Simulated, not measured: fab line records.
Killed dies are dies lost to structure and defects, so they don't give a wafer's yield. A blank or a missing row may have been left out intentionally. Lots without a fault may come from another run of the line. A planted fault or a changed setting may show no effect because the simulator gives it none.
Chamber matching    flow nand harc    cmp-02 running NHARC_THIN_TSV_CMP_01: 4 sister chambers
The step polishes. 7 wafers are shown with their chamber, then 9 later ones without.

WAFERS, EACH WITH ITS CHAMBER
wafer   chamber  motor current A (A)
L652.6  1        12.8
L656.3  0        12.4
L657.5  2        11.7
L657.6  3        14.2
L655.2  3        13.5
L655.3  0        12.1
L655.4  2        12.5

WAFERS WITHOUT THEIR CHAMBER
wafer   motor current A (A)
L664.2  12.8
L664.3  12.3
L664.4  12.1
L670.1  12.2
L670.2  13.4
L670.5  12.5
L671.3  12.3
L671.5  12.1
L671.6  12.3

WHICH CHAMBER EACH WENT THROUGH
wafer   from the rows above                in truth
L664.2  can't be placed: 1 or 0 or 2       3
L664.3  can't be placed: 0 or 2 or 1       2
L664.4  can't be placed: 2 or 0 or 1       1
L670.1  can't be placed: 0 or 2 or 1       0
L670.2  can't be placed: 3 or 1 or 0 or 2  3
L670.5  can't be placed: 0 or 1 or 2       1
L671.3  can't be placed: 0 or 2 or 1       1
L671.5  can't be placed: 2 or 0 or 1       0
L671.6  can't be placed: 0 or 2 or 1       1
Correct placement for 0 of the 9. These rows do not allow placing 9 (true chamber among the candidates in 8). Number placed wrongly: 0.
How it was worked out, from the rows above alone: a wafer's distance from a chamber is the root of the sum, over the readings, of the square of ((its reading less the chamber's mean) divided by the reading's scatter). If the next closest chamber is less than 2 further off than the closest, the wafer can't be placed; otherwise it belongs to the closest. A chamber's mean is the mean of its shown wafers. The scatter is the square root of a quotient: the sum, over the shown wafers, of each reading's squared deviation from its chamber's mean, divided by wafers minus chambers.
